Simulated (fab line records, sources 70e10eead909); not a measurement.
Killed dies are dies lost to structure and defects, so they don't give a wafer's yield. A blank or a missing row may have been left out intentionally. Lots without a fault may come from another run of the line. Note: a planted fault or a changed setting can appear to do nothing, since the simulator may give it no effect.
A lot that was struck, set against a sound lot	flow nand_harc	15 out of 1302 route steps
Sound: the wafers L540.2, L540.3, L540.6. The struck wafers were L554.1, L554.3, L554.6. The cause is named last.
For every step that has rows: the tool of each side, followed by ch and its chambers, followed by its first start. Under that, the readings that differ: sound wafers	struck wafers	difference of the means	sigmas: that difference in standard deviations of wafers without a fault.
alike: words and numbers the same on both sides, and readings whose means are apart by under 2 such deviations; not compared: readings that were withheld, readings missing a value for some wafer, numbers with overlapping values and no deviation given by the record, and bounds like >300 which may hide the same value.
A row with sigmas, a row that says differs or no value, or rows on one side alone: a step with any of these is where the two part. Non-overlapping numbers with no deviation appear without sigmas and do not part them. A reading missing from all wafers of one side parts the sides only when that side holds two or more wafers.

first, 4 steps without rows for these wafers: NHARC_P_M2_EBR_05; NHARC_P_M2_EXPOSE_06 (exposes mask P M2, target cd 170 nm); NHARC_P_M2_PEB_07 (peb time 65 s); NHARC_P_M2_DEVELOP_08 (develop time 35 s).
NHARC_P_M2_CD_MEAS_09: target cd 170 nm.
  sound on cd_sem-02 ch 0, day 6 20:22; struck on cd_sem-02 ch 0, day 12 18:50
  alike: cd_nm
NHARC_P_M2_OVL_MEAS_10: pitch 340 nm.
  struck on overlay-01, day 12 18:55; sound on overlay-01, day 6 20:26
reading	sound	struck	difference	sigmas
overlay_x_nm (nm)	-0.1 -0.4 -0.3	1.4 1.3 1.3	+1.6	+2
overlay_y_nm (nm)	0.4 0.2 0.1	2.2 2.2 2.3	+2.0	+2
NHARC_P_M2_INSPECT_11:
  struck on defect_inspect-01, day 12 18:57; sound on defect_inspect-02, day 6 20:29
  alike: raw_defect_count
NHARC_P_M2_DESCUM_14: chemistry O2, time 3 s.
  sound on rie_diel-10 ch 0,2,3, day 6 20:33; struck on rie_diel-12 ch 0,1,3, day 12 19:01
  alike: drypump_motor_current_A, oes_product_au, rf_vpp_V, showerhead_plenum_p_Torr, throttle_valve_pct
  not compared: rf_hours_counter_h
NHARC_P_M2_ETCH_35: etches the open film in N2/H2, target depth 40 nm, overetch 12 nm, time 43.94 s.
  sound on rie_diel-10 ch 0,2,3, day 6 20:38; struck on rie_diel-12 ch 0,1,3, day 12 19:07
  alike: bias_w, chamber_pressure_mTorr, drypump_motor_current_A, oes_product_au, rf_vpp_V, showerhead_plenum_p_Torr, throttle_valve_pct
  not compared: rf_hours_counter_h
NHARC_P_M2_ETCH_15: etches the open film in C4F8/Ar, target depth 182.5 nm, time 91.2 s.
  sound on rie_diel-10 ch 0,1,2; struck on rie_diel-12 ch 1,2,3
reading	sound	struck	difference	sigmas
bias_w (W)	300.9 299.6 300.2	298.3 299.1 297.7	-1.9	-2
oes_product_au (a.u.)	0.934 0.920 0.934	0.965 0.979 0.979	+0.045	+2
  alike: chamber_pressure_mTorr, rf_vpp_V
  not compared: rf_hours_counter_h
NHARC_P_M2_CD_MEAS_16:
  struck on cd_sem-02, day 12 19:19; sound on cd_sem-01, day 6 20:51
  alike: cd_nm
NHARC_P_M2_STRIP_18: strips in N2/H2.
  sound on rie_diel-06 ch 0,1,2, day 6 20:58; struck on rie_diel-12 ch 1,2,3, day 12 19:23
  alike: drypump_motor_current_A, oes_product_au, rf_vpp_V, showerhead_plenum_p_Torr, throttle_valve_pct
  not compared: rf_hours_counter_h
NHARC_P_M2_ETCH_28: etches the open film in CF4/N2, target depth 30 nm, time 72.99 s.
  sound on rie_diel-06 ch 0,1,3, day 6 21:10; struck on rie_diel-12 ch 0,1,3, day 12 19:39
  no value came back on the struck wafers for any of 7 readings (bias_w (W), cf4_flow_sccm (sccm) and others); on the sound wafers bias_w (W) reads 100.30 99.83 99.54
  not compared: rf_hours_counter_h
then, 1 step without rows for these wafers: NHARC_P_M2_STRIP_19 (strips in post etch residue remover, time 600 s).
-- jump in the record: it breaks off in module P_M2 and resumes in module END (first step shown: number 1302 of the route), and 18 days separate the struck wafers' starts before and after --
NHARC_END_SORT_01:
  at this point the record logs the struck wafers (prober-02 ch 0, day 30 10:28) and has no rows for the sound ones

WHERE THEY PART
At NHARC_P_M2_OVL_MEAS_10 first; at NHARC_END_SORT_01 last (within this record only).

WHY: whatever the simulator had introduced
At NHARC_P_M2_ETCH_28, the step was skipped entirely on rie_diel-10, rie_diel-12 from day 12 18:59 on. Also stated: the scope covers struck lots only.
